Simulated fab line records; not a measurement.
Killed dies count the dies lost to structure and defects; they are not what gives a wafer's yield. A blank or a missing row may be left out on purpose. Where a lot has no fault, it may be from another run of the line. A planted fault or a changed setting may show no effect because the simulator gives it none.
Split-lot study || flow n5_finfet || on a route of 1938 steps: 7 lots, 21 wafers read

THE SPLIT ITSELF
At N5_BEOL_M9_ETCH_66 (etches SOC in N2/H2, target depth 80 nm, overetch 16 nm, time 120 s), the setting time_s was moved away from the recipe's 120 s on 9 of the 21 wafers read, by -17.8% to +20.4%. This setting was run at the recipe's value on the other wafers.

The split's own step is where the reading is taken.

THE READING
SiARC_of_BEOL_M9_COAT_64.thk_nm (the simulator's own value, which no gauge read), in nm, at N5_BEOL_M9_ETCH_66 (etches SOC in N2/H2, target depth 80 nm, overetch 16 nm, time 120 s). No usual value for it is given in the file. Here, 12 wafers ran the recipe; their average is 6.4 nm with a standard deviation of 0.21 nm.

{"wafer": "L075.2", "tool, chamber at the split": "rie_diel-04, 2", "time_s as run, s": 112.8, "against the recipe": "-6.0%", "SiARC_of_BEOL_M9_COAT_64.thk_nm, nm": 7.2, "against lot-mates on the recipe": "+1.0"}
{"wafer": "L075.3", "tool, chamber at the split": "rie_diel-04, 0", "time_s as run, s": 112.8, "against the recipe": "-6.0%", "SiARC_of_BEOL_M9_COAT_64.thk_nm, nm": 6.6, "against lot-mates on the recipe": "+0.4"}
{"wafer": "L075.6", "tool, chamber at the split": "rie_diel-04, 0", "time_s as run, s": 120, "against the recipe": "recipe", "SiARC_of_BEOL_M9_COAT_64.thk_nm, nm": 6.2, "against lot-mates on the recipe": "-"}
{"wafer": "L079.2", "tool, chamber at the split": "rie_diel-01, 0", "time_s as run, s": 120, "against the recipe": "recipe", "SiARC_of_BEOL_M9_COAT_64.thk_nm, nm": 6.2, "against lot-mates on the recipe": "-"}
{"wafer": "L079.6", "tool, chamber at the split": "rie_diel-01, 0", "time_s as run, s": 120, "against the recipe": "recipe", "SiARC_of_BEOL_M9_COAT_64.thk_nm, nm": 6.2, "against lot-mates on the recipe": "-"}
{"wafer": "L079.5", "tool, chamber at the split": "rie_diel-01, 2", "time_s as run, s": 120, "against the recipe": "recipe", "SiARC_of_BEOL_M9_COAT_64.thk_nm, nm": 6.4, "against lot-mates on the recipe": "-"}
{"wafer": "L078.2", "tool, chamber at the split": "rie_diel-04, 3", "time_s as run, s": 108.4, "against the recipe": "-9.7%", "SiARC_of_BEOL_M9_COAT_64.thk_nm, nm": 7, "against lot-mates on the recipe": "+0.2"}
{"wafer": "L078.3", "tool, chamber at the split": "rie_diel-04, 0", "time_s as run, s": 108.4, "against the recipe": "-9.7%", "SiARC_of_BEOL_M9_COAT_64.thk_nm, nm": 6.8, "against lot-mates on the recipe": "+0.0"}
{"wafer": "L078.6", "tool, chamber at the split": "rie_diel-04, 2", "time_s as run, s": 120, "against the recipe": "recipe", "SiARC_of_BEOL_M9_COAT_64.thk_nm, nm": 6.8, "against lot-mates on the recipe": "-"}
{"wafer": "L083.1", "tool, chamber at the split": "rie_diel-04, 3", "time_s as run, s": 120, "against the recipe": "recipe", "SiARC_of_BEOL_M9_COAT_64.thk_nm, nm": 6.4, "against lot-mates on the recipe": "-"}
{"wafer": "L083.4", "tool, chamber at the split": "rie_diel-04, 0", "time_s as run, s": 120, "against the recipe": "recipe", "SiARC_of_BEOL_M9_COAT_64.thk_nm, nm": 6.2, "against lot-mates on the recipe": "-"}
{"wafer": "L083.6", "tool, chamber at the split": "rie_diel-04, 0", "time_s as run, s": 120, "against the recipe": "recipe", "SiARC_of_BEOL_M9_COAT_64.thk_nm, nm": 6.2, "against lot-mates on the recipe": "-"}
{"wafer": "L082.1", "tool, chamber at the split": "rie_diel-04, 0", "time_s as run, s": 138.2, "against the recipe": "+15.2%", "SiARC_of_BEOL_M9_COAT_64.thk_nm, nm": 5.2, "against lot-mates on the recipe": -1.6}
{"wafer": "L082.5", "tool, chamber at the split": "rie_diel-04, 2", "time_s as run, s": 120, "against the recipe": "recipe", "SiARC_of_BEOL_M9_COAT_64.thk_nm, nm": 6.8, "against lot-mates on the recipe": "-"}
{"wafer": "L082.6", "tool, chamber at the split": "rie_diel-04, 1", "time_s as run, s": 138.2, "against the recipe": "+15.2%", "SiARC_of_BEOL_M9_COAT_64.thk_nm, nm": 5.4, "against lot-mates on the recipe": -1.4}
{"wafer": "L087.1", "tool, chamber at the split": "rie_diel-01, 2", "time_s as run, s": 120, "against the recipe": "recipe", "SiARC_of_BEOL_M9_COAT_64.thk_nm, nm": 6.4, "against lot-mates on the recipe": "-"}
{"wafer": "L087.4", "tool, chamber at the split": "rie_diel-01, 0", "time_s as run, s": 144.5, "against the recipe": "+20.4%", "SiARC_of_BEOL_M9_COAT_64.thk_nm, nm": 5, "against lot-mates on the recipe": -1.4}
{"wafer": "L087.5", "tool, chamber at the split": "rie_diel-01, 2", "time_s as run, s": 144.5, "against the recipe": "+20.4%", "SiARC_of_BEOL_M9_COAT_64.thk_nm, nm": 5.2, "against lot-mates on the recipe": -1.2}
{"wafer": "L088.2", "tool, chamber at the split": "rie_diel-04, 0", "time_s as run, s": 120, "against the recipe": "recipe", "SiARC_of_BEOL_M9_COAT_64.thk_nm, nm": 6.2, "against lot-mates on the recipe": "-"}
{"wafer": "L088.5", "tool, chamber at the split": "rie_diel-04, 3", "time_s as run, s": 120, "against the recipe": "recipe", "SiARC_of_BEOL_M9_COAT_64.thk_nm, nm": 6.4, "against lot-mates on the recipe": "-"}
{"wafer": "L088.6", "tool, chamber at the split": "rie_diel-04, 0", "time_s as run, s": 98.68, "against the recipe": "-17.8%", "SiARC_of_BEOL_M9_COAT_64.thk_nm, nm": 7.2, "against lot-mates on the recipe": "+0.9"}

THE FIT
A straight line over all 21 wafers: SiARC_of_BEOL_M9_COAT_64.thk_nm changes by -0.0617 nm for each +1% of time_s; r = -0.94; the points scatter about the line by 0.22 nm.
The same after taking each lot's own level away (the mean of its wafers on the recipe; 21 wafers): -0.0659 nm for each +1%; r = -0.92; scatter 0.28 nm.
Per that fit: largest time_s move, reading shift of 1.3 nm.
Across the lots, their own levels run from 6.20 to 6.80 nm, a range of 2.8 times the standard deviation given above.
Consequently the slope shifts little with the lot-to-lot level, the two slopes agreeing.
Check: with one of the wafers moved furthest among these (+20.4%) left out of the fit, the line predicts -1.43 nm for it against its lot-mates. It came out at -1.4 nm against them.

OTHER SPLITS ON THESE WAFERS
Other splits were also applied to these wafers ahead of the reading. Each is held against what the fit with the lots' levels taken away leaves over:
{"other split on the same wafers": "N5_BEOL_M8_ILD_DEP_00 time_s", "wafers away from the commonest value": 7, "r with SiARC_of_BEOL_M9_COAT_64.thk_nm (lot level and that fit taken away)": "+0.26"}
{"other split on the same wafers": "N5_BEOL_M9_ILD_DEP_00 time_s", "wafers away from the commonest value": 6, "r with SiARC_of_BEOL_M9_COAT_64.thk_nm (lot level and that fit taken away)": "+0.02"}
{"other split on the same wafers": "N5_BEOL_M9_COAT_05 spin_rpm", "wafers away from the commonest value": 4, "r with SiARC_of_BEOL_M9_COAT_64.thk_nm (lot level and that fit taken away)": "+0.22"}

THE FILE'S OWN FIT
SiARC_of_BEOL_M9_COAT_64.thk_nm changes by -0.0645 nm for each +1% of time_s, r = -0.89.
